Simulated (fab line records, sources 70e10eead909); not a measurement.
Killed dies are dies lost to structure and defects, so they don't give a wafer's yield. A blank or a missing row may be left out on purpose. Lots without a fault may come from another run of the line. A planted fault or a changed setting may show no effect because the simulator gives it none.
fab line records | flow nand_harc
record lots=12 wafers=36 last_day=34
route steps=1302 shown P_GATE@213 P_CONTACT@218 END@1302
lots that met no fault: from a run of the same line without faults
start_h: hours from the record's first day to the start of the lot's first wafer shown | wait_h: hours since the lot's step before | " the same as in the row above | L1.1+2: a row that stands for several wafers | - no value, or no start given | * or withheld: withheld | < > ~ a bound
route shown NAME@n: a module of which the file shows steps, and the number in the route of the first | usual: mean/standard deviation of fault-free wafers | same: alike in all rows | chamber/n: place in a boat | sites: the reading at each site | _std_site: their standard deviation | _edge_site: outer sites' mean less inner sites' | radius_mm: how far each site lies from the wafer's centre | mask NAME#n: copy n | behind: the tool/chamber that last shaped the wafer | hold: why the lot was held/for how many hours/how that ended | device: the transistor (n, p or np) that didn't switch | end of line: the same wafers' tests at the end of the route | a step without rows: its recipe alone | killed: dies lost to structure and defects at the first sort, not the wafer's yield | map: a wafer's dies, x killed, . not, _ none there
set.NAME: the setting as run; set.NAME@STEP: as run at that earlier step | model.NAME: the simulator's own value behind a step, which no gauge read
steps of the route over a sample of lots; a table a step, a row a wafer
services: from which hour (start_h, from the record's first day; less than 0 if before it) a tool's chamber was out of use, for how many hours, and why
## steps
# step NHARC_P_GATE_RTA_80
# recipe temp_c=300 time_s=30
# usual lamp_power_pct=2.15/0.069 lamp_zone_5_pct=2.15/0.07 wafer_temp_C_max=301.3/0.31
# columns lot.wafer tool chamber start_h wait_h lamp_power_pct lamp_zone_5_pct wafer_temp_C_max
L591.1 rtp_anneal-02 0 126.85 - 2.08 2.09 301.3
L591.2 " 0 " " 2.08 2.09 301.2
L591.5 " 0 " " 2.08 2.08 301.1
L592.1 rtp_anneal-01 0 139.35 - 2.24 2.23 301.5
L592.3 " 0 " " 2.23 2.23 301.6
L592.4 " 0 " " 2.23 2.23 301.7
L593.1 rtp_anneal-02 0 142.54 - 2.09 2.09 301.0
L593.4 " 0 " " 2.09 2.09 301.2
L593.5 " 0 " " 2.09 2.09 301.5
L595.2 rtp_anneal-01 0 165.64 - 2.23 2.23 301.1
L595.5 " 0 " " 2.23 2.23 301.5
L595.6 " 0 " " 2.22 2.23 300.9
L594.1 rtp_anneal-01 0 167.51 - 2.23 2.22 301.5
L594.2 " 0 " " 2.23 2.23 301.9
L594.5 " 0 " " 2.23 2.23 302.3
L597.1 rtp_anneal-02 0 195.20 - 2.08 2.08 301.1
L597.2 " 0 " " 2.09 2.08 301.6
L597.4 " 0 " " 2.08 2.08 301.1
L604.1 rtp_anneal-02 0 262.12 - 2.09 2.08 301.3
L604.3 " 0 " " 2.08 2.08 301.6
L604.6 " 0 " " 2.09 2.08 301.2
L606.1 rtp_anneal-02 0 282.32 - 2.09 2.09 301.2
L606.3 " 0 " " 2.09 2.09 301.3
L606.5 " 0 " " 2.09 2.09 301.1
L607.1 rtp_anneal-01 0 284.03 - 2.22 2.23 301.6
L607.3 " 0 " " 2.23 2.23 301.1
L607.6 " 0 " " 2.23 2.23 301.0
L609.1 rtp_anneal-02 0 302.13 - 2.09 2.09 301.0
L609.4 " 0 " " 2.09 2.09 300.9
L609.6 " 0 " " 2.09 2.09 301.4
L612.2 rtp_anneal-01 0 339.68 - 2.22 2.22 301.5
L612.3 " 0 " " 2.22 2.22 301.1
L612.5 " 0 " " 2.22 2.22 301.4
L613.2 rtp_anneal-01 0 348.64 - 2.22 2.23 301.8
L613.4 " 0 " " 2.22 2.22 301.1
L613.5 " 0 " " 2.22 2.22 301.7
# step NHARC_P_GATE_RTA_82
# recipe temp_c=450 time_s=30
# usual lamp_power_pct=4.21/0.13 lamp_zone_5_pct=4.23/0.13 wafer_temp_C_max=451.9/0.48
# columns lot.wafer tool chamber start_h wait_h lamp_power_pct lamp_zone_5_pct wafer_temp_C_max
L591.1 rtp_anneal-01 0 127.36 - 4.37 4.39 451.7
L591.2 " 0 " " 4.37 4.39 451.6
L591.5 " 0 " " 4.37 4.39 451.9
L592.1 rtp_anneal-02 0 139.80 - 4.10 4.12 451.3
L592.3 " 0 " " 4.10 4.11 452.5
L592.4 " 0 " " 4.10 4.12 451.7
L593.1 rtp_anneal-01 0 143.00 - 4.37 4.38 452.0
L593.4 " 0 " " 4.37 4.39 451.4
L593.5 " 0 " " 4.37 4.39 452.4
L595.2 rtp_anneal-01 0 166.10 - 4.37 4.39 452.8
L595.5 " 0 " " 4.37 4.39 452.1
L595.6 " 0 " " 4.37 4.39 452.7
L594.1 rtp_anneal-01 0 167.97 - 4.37 4.39 451.5
L594.2 " 0 " " 4.38 4.39 451.8
L594.5 " 0 " " 4.38 4.38 451.8
L597.1 rtp_anneal-02 0 195.66 - 4.10 4.11 452.0
L597.2 " 0 " " 4.10 4.11 452.1
L597.4 " 0 " " 4.10 4.12 452.1
L604.1 rtp_anneal-02 0 262.58 - 4.10 4.12 452.1
L604.3 " 0 " " 4.10 4.12 452.5
L604.6 " 0 " " 4.10 4.12 452.3
L606.1 rtp_anneal-02 0 282.78 - 4.10 4.11 451.6
L606.3 " 0 " " 4.09 4.12 451.4
L606.5 " 0 " " 4.10 4.12 451.6
L607.1 rtp_anneal-01 0 284.48 - 4.37 4.39 452.4
L607.3 " 0 " " 4.37 4.39 451.7
L607.6 " 0 " " 4.37 4.39 451.7
L609.1 rtp_anneal-02 0 302.58 - 4.10 4.12 452.2
L609.4 " 0 " " 4.09 4.12 451.5
L609.6 " 0 " " 4.10 4.12 451.7
L612.2 rtp_anneal-02 0 340.18 - 4.10 4.12 451.2
L612.3 " 0 " " 4.10 4.12 451.1
L612.5 " 0 " " 4.10 4.12 450.5
L613.2 rtp_anneal-02 0 349.14 - 4.09 4.11 451.5
L613.4 " 0 " " 4.10 4.11 451.4
L613.5 " 0 " " 4.10 4.12 451.8
# step NHARC_P_CONTACT_DEP_00
# recipe target_thk_a=5000 temp_c=400 pressure_torr=6.5 rf_w=900 teos_flow_sccm=161.4 flow_sccm=2650 target_thk_nm=500 gas=O2 material=SiO2
# usual heater_power_w=501/100 throttle_valve_pct=15.7/0.58
# columns lot.wafer tool chamber start_h wait_h heater_power_w throttle_valve_pct
L591.2 pecvd-04 0 - - 477 15.3
L591.1 " 2 " " 450 15.5
L591.5 " 1 " " 401 15.2
L592.3 pecvd-04 1 - - 409 15.0
L592.1 " 0 " " 480 15.3
L592.4 " 0 " " 349 15.6
L593.1 pecvd-03 1 - - 529 15.5
L593.4 " 1 " " 578 15.3
L593.5 " 2 " " 642 14.5
L595.2 pecvd-03 2 - - 661 14.9
L595.5 " 2 " " 663 14.7
L595.6 " 1 " " 597 15.7
L594.1 pecvd-03 0 - - 356 15.9
L594.2 " 1 " " 576 15.7
L594.5 " 0 " " 367 15.7
L597.2 pecvd-04 2 - - 560 15.4
L597.1 " 1 " " 410 15.3
L597.4 " 1 " " 419 15.2
L604.1 pecvd-03 1 - - 472 16.1
L604.3 " 2 " " 596 14.9
L604.6 " 2 " " 637 14.9
L606.3 pecvd-03 0 - - 349 15.8
L606.1 " 1 " " 571 16.0
L606.5 " 0 " " 355 15.8
L607.1 pecvd-03 0 - - 395 15.6
L607.3 " 1 " " 461 16.1
L607.6 " 2 " " 595 15.1
L609.1 pecvd-01 2 - - 646 16.9
L609.4 " 1 " " 426 16.4
L609.6 " 2 " " 492 16.9
L612.3 pecvd-01 1 - - 458 16.2
L612.2 " 0 " " 455 16.3
L612.5 " 1 " " 482 15.9
L613.2 pecvd-01 1 - - 537 15.9
L613.5 " 2 " " 635 16.2
L613.4 " 1 " " 395 16.1
# step NHARC_P_CONTACT_PEB_10
# recipe peb_temp_c=100 peb_time_s=65
# usual exhaust_pa=45.2/0.93 heater_power_total_W=156.6/0.42
# columns lot.wafer tool chamber start_h wait_h exhaust_pa heater_power_total_W
L591.1 litho_track-06 0 128.98 0.1 45.4 157.2
L591.2 " 0 " " 46.2 156.3
L591.5 " 0 " " 45.8 156.3
L592.1 litho_track-01 0 141.53 0.1 44.2 156.4
L592.3 " 0 " " 43.2 157.0
L592.4 " 0 " " 44.6 156.1
L593.1 litho_track-04 0 144.60 0.1 44.5 156.4
L593.4 " 0 " " 44.4 156.2
L593.5 " 0 " " 43.6 156.4
L595.2 litho_track-04 0 167.80 0.1 45.1 157.1
L595.5 " 0 " " 45.1 157.1
L595.6 " 0 " " 45.1 157.1
L594.1 litho_track-06 0 169.69 0.1 45.7 156.5
L594.2 " 0 " " 46.6 156.6
L594.5 " 0 " " 45.8 157.0
L597.1 litho_track-01 0 197.38 0.1 44.3 156.0
L597.2 " 0 " " 44.8 157.2
L597.4 " 0 " " 45.5 156.2
L604.1 litho_track-04 0 264.30 0.1 46.2 156.7
L604.3 " 0 " " 45.3 157.1
L604.6 " 0 " " 45.1 156.3
L606.1 litho_track-06 0 284.51 0.1 44.3 161.2
L606.3 " 0 " " 44.1 161.8
L606.5 " 0 " " 45.4 160.6
L607.1 litho_track-06 0 286.08 0.1 45.3 161.9
L607.3 " 0 " " 45.5 161.8
L607.6 " 0 " " 45.8 161.9
L609.1 litho_track-01 0 304.31 0.1 43.6 156.5
L609.4 " 0 " " 45.0 157.1
L609.6 " 0 " " 45.5 156.4
L612.2 litho_track-06 0 341.90 0.1 46.8 156.3
L612.3 " 0 " " 44.8 156.2
L612.5 " 0 " " 45.7 156.3
L613.2 litho_track-04 0 350.85 0.1 46.9 156.0
L613.4 " 0 " " 46.3 157.0
L613.5 " 0 " " 44.7 157.2
# step NHARC_P_CONTACT_CD_MEAS_12
# recipe target_cd_nm=90 landing_energy_ev=500
# usual cd_nm=90.0/0.73
# columns lot.wafer tool chamber start_h wait_h cd_nm
L591.1 cd_sem-03 0 129.06 - 89.4
L591.2 " 0 " " 89.4
L591.5 " 0 " " 88.0
L592.1 cd_sem-02 0 141.60 - 89.6
L592.3 " 0 " " 89.5
L592.4 " 0 " " 89.6
L593.1 cd_sem-03 0 144.68 - 90.4
L593.4 " 0 " " 90.9
L593.5 " 0 " " 90.4
L595.2 cd_sem-03 0 167.89 - 89.5
L595.5 " 0 " " 89.8
L595.6 " 0 " " 91.2
L594.1 cd_sem-01 0 169.77 - 89.1
L594.2 " 0 " " 88.4
L594.5 " 0 " " 89.7
L597.1 cd_sem-01 0 197.46 - 90.3
L597.2 " 0 " " 91.0
L597.4 " 0 " " 89.3
L604.1 cd_sem-02 0 264.38 - 90.3
L604.3 " 0 " " 90.6
L604.6 " 0 " " 90.5
L606.1 cd_sem-03 0 284.59 - 87.9
L606.3 " 0 " " 87.1
L606.5 " 0 " " 87.6
L607.1 cd_sem-01 0 286.16 - 88.0
L607.3 " 0 " " 87.5
L607.6 " 0 " " 88.6
L609.1 cd_sem-01 0 304.39 - 90.3
L609.4 " 0 " " 91.0
L609.6 " 0 " " 90.4
L612.2 cd_sem-03 0 341.98 - 89.2
L612.3 " 0 " " 89.5
L612.5 " 0 " " 89.1
L613.2 cd_sem-02 0 350.93 - 89.6
L613.4 " 0 " " 89.7
L613.5 " 0 " " 89.7
# step NHARC_END_SORT_01
# recipe temp_c=25
# usual killed_at_array=53/18 killed_at_other=0.8/1.1 killed_at_periphery=4.1/2.7 killed_dies=58/18 killed_open=3.1/1.7 killed_short=2.7/1.7
# same gross_dies=677
# columns lot.wafer tool chamber start_h wait_h killed_at_array killed_at_other killed_at_periphery killed_dies killed_open killed_short
L606.1 prober-01 0 733.41 2.5 60 0 1 61 4 4
L606.3 prober-01 0 735.01 3.1 91 1 3 95 3 4
L606.5 prober-01 0 736.61 3.7 72 0 2 74 4 2
L607.1 prober-02 0 733.43 2.5 26 5 2 33 4 3
L607.3 prober-02 0 734.99 3.1 30 0 1 31 2 7
L607.6 prober-02 0 737.33 3.9 23 5 0 28 1 3
# killed by level:class
L606.1 A_SLIT:chamber_film_flake=15 A_CHANNEL_HOLE_D1:chamber_film_flake=14 A_CHANNEL_HOLE_D2:chamber_film_flake=13 A_STAIRCASE:chamber_film_flake=3 A_CONTACT:chamber_film_flake=3 A_CHANNEL_FILL_D1:geometric_particle:short=2 A_DECK1_JOINT:geometric_particle:open=2 A_WL_FILL:chamber_film_flake=2
L607.1 A_CHANNEL_HOLE_D1:chamber_film_flake=10 A_SLIT:chamber_film_flake=5 THIN_TSV:chamber_film_flake=5 P_M0:geometric_particle:open=2 A_CHANNEL_FILL_D2:geometric_particle:open=2 A_DECK1_JOINT:chamber_film_flake=2 A_ONON_D1:geometric_particle:short=1 A_CHANNEL_FILL_D1:geometric_particle:short=1
L607.3 A_CHANNEL_HOLE_D1:chamber_film_flake=13 A_STAIRCASE:chamber_film_flake=3 A_SLIT:chamber_film_flake=3 P_M1:geometric_particle:short=1 A_ONON_D1:geometric_particle:short=1 A_CHANNEL_FILL_D1:geometric_particle:short=1 A_DECK1_JOINT:geometric_particle:short=1 A_ONON_D2:geometric_particle:short=1
L606.3 A_CHANNEL_HOLE_D1:chamber_film_flake=31 A_SLIT:chamber_film_flake=30 A_CHANNEL_HOLE_D2:chamber_film_flake=17 A_STAIRCASE:chamber_film_flake=4 A_CONTACT:chamber_film_flake=4 P_GATE:geometric_particle:short=1 P_CONTACT:geometric_particle:open=1 P_M0:geometric_particle:open=1
L606.5 A_SLIT:chamber_film_flake=22 A_CHANNEL_HOLE_D2:chamber_film_flake=16 A_CHANNEL_HOLE_D1:chamber_film_flake=15 A_CONTACT:chamber_film_flake=5 A_WL_FILL:chamber_film_flake=4 A_STAIRCASE:chamber_film_flake=3 A_CHANNEL_FILL_D2:geometric_particle:open=2 P_CONTACT:geometric_particle:open=1
L607.6 A_CHANNEL_HOLE_D1:chamber_film_flake=7 A_CHANNEL_HOLE_D2:chamber_film_flake=6 THIN_TSV:chamber_film_flake=3 A_STAIRCASE:chamber_film_flake=2 A_SLIT:chamber_film_flake=2 A_M0:chamber_film_flake=2 A_CHANNEL_FILL_D1:geometric_particle:short=1 A_DECK1_JOINT:geometric_particle:short=1
## services
# columns tool chamber start_h hours kind
pecvd-01 - 130.45 13.0 pm
pecvd-01 0 130.45 13.0 vent_cycle
pecvd-01 1 130.45 13.0 vent_cycle
pecvd-01 2 130.45 13.0 vent_cycle
pecvd-01 0 143.45 - clean
pecvd-01 1 143.45 - clean
pecvd-01 2 143.45 - clean
litho_track-01 - 155.00 7.0 pm
litho_track-06 - 179.00 7.0 pm
pecvd-03 - 185.18 13.0 pm
pecvd-03 0 185.18 13.0 vent_cycle
pecvd-03 1 185.18 13.0 vent_cycle
pecvd-03 2 185.18 13.0 vent_cycle
pecvd-03 0 198.18 - clean
pecvd-03 1 198.18 - clean
pecvd-03 2 198.18 - clean
litho_track-04 - 203.00 7.0 pm
pecvd-04 - 269.06 13.0 pm
pecvd-04 0 269.06 13.0 vent_cycle
pecvd-01 1 273.97 1.9 repair
pecvd-01 - 311.45 13.0 pm
pecvd-03 0 318.34 22.1 repair
litho_track-01 - 330.00 7.0 pm
pecvd-03 2 330.37 6.0 repair
## key
first_sign step=NHARC_P_CONTACT_PEB_10 reading=heater_power_total_W direction=up sigmas=12 usual=* struck=*
effect step=NHARC_P_CONTACT_CD_MEAS_12 reading=cd_nm direction=down sigmas=3 usual=90.0 struck=87.8 through=control_loop
met_at NHARC_P_CONTACT_PEB_10
struck_lots L606,L607
tester_left_out L606,L607
loop_trim step=NHARC_P_CONTACT_EXPOSE_09 setting=dose lots=L607
not_acting_at NHARC_P_GATE_RTA_80,NHARC_P_GATE_RTA_82,NHARC_P_CONTACT_DEP_00
onset_between 169.69 284.51
fault kind=process_parameter_drift tool=litho_track-06 chamber=- onset_h=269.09 steps=NHARC_P_CONTACT_PEB_10 channel=peb_time_s offset=* shape=step end_h=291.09 acts_in=* stated=*
# tester_left_out: of these lots the tester's yield and bins aren't shown, on N5 and GAA mostly nor the transistor test; their killed dies are dies lost to structure and defects alone, not to doping, threshold or leakage, so they don't give the yield
# loop_trim: a control loop set the setting to another value than it would have without faults
